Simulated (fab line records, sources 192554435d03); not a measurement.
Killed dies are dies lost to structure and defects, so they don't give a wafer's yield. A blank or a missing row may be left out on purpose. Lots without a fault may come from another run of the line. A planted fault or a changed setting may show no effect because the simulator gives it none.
A struck lot beside a sound one | flow n5_finfet | 14 steps out of a route of 1938
Sound: wafers L231.1, L231.2, L231.4. Struck: wafers L238.2, L238.3, L238.6. The cause comes at the end.
At each step with rows: each side's tool, then ch and its chambers, then its first start. Under that, the readings that differ: sound wafers | struck wafers | difference of the means | sigmas: that difference in standard deviations of wafers without a fault.
alike: readings whose means differ by less than 2 such deviations, and words and numbers that are the same on both sides. not compared: withheld readings, readings that some wafer has no value for, bounds like >300 that may hide the same value, and numbers for which the record gives no deviation and whose values overlap.
The two part at a step that has a row with sigmas, a row that says differs or no value, or rows on one side only. Numbers that don't overlap but have no deviation are shown without sigmas and don't part them. A reading that every wafer of one side lacks parts them only if that side has two wafers or more.

first, 4 steps without rows for these wafers: N5_HKMG_FIN_PRECLEAN_64 (cleans in dHF, time 30 s); N5_HKMG_FIN_WET_ETCH_65 (etches a-Si in TMAH, stops on TiN, time 49 s, target depth 3 nm); N5_HKMG_FIN_WET_ETCH_81 (etches TiN in SC1, stops on HfO2, time 57 s, target depth 6 nm); N5_HKMG_FIN_WET_ETCH_82 (etches La2O3 in dHCl, stops on HfO2, target depth 2 nm, rinse time 30 s).
N5_HKMG_FIN_ALD_36: deposits TiN, target thk 1 nm, pulse time 1 s, purge time 3 s.
  sound on ald_metal-01 ch 0,2,3, day 5 20:11; struck on ald_metal-04 ch 0,2,3, day 7 17:33
  alike: heater_power_w, precursor_pulse_height_rel
N5_HKMG_FIN_THK_MEAS_70: measures by xrf.
  sound on film_metro-01, day 5 20:28; struck on film_metro-02, day 7 17:50
  alike: HK_THK
N5_HKMG_FIN_PWFM_ALD_03: deposits TiN, target thk 2 nm, pulse time 1 s, purge time 3 s.
  sound on ald_metal-02 ch 0,1,2, day 5 20:31; struck on ald_metal-02 ch 0,1,3, day 7 17:52
  alike: heater_power_w, precursor_pulse_height_rel
then, 5 steps without rows for these wafers: N5_HKMG_FIN_COAT_29 (time 60 s, resist thk 300 nm); N5_HKMG_FIN_COAT_30 (time 60 s, resist thk 35 nm); N5_HKMG_FIN_COAT_06 (resist thk 90 nm); N5_HKMG_FIN_EBR_08; N5_HKMG_FIN_SOFTBAKE_07 (time 60 s).
N5_HKMG_FIN_EXPOSE_09: exposes mask NWFM.
  sound on arfi_scanner-01 ch 0, day 5 21:06; struck on arfi_scanner-03, day 7 18:35
  no value came back on the struck wafers for exposure_dose_mJ_cm2, focus_offset_nm (nm), sigma_outer; on the sound wafers exposure_dose_mJ_cm2 reads 39.25 39.23 39.23
  alike: mask
then, 1 step without rows for these wafers: N5_HKMG_FIN_PEB_10 (peb time 60 s).

WHERE THEY PART
Only at N5_HKMG_FIN_EXPOSE_09, within this record.

WHY: what the simulator had put in
Skipped step whole: arfi_scanner-03, from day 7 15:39 on, at N5_HKMG_FIN_EXPOSE_09. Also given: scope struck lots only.
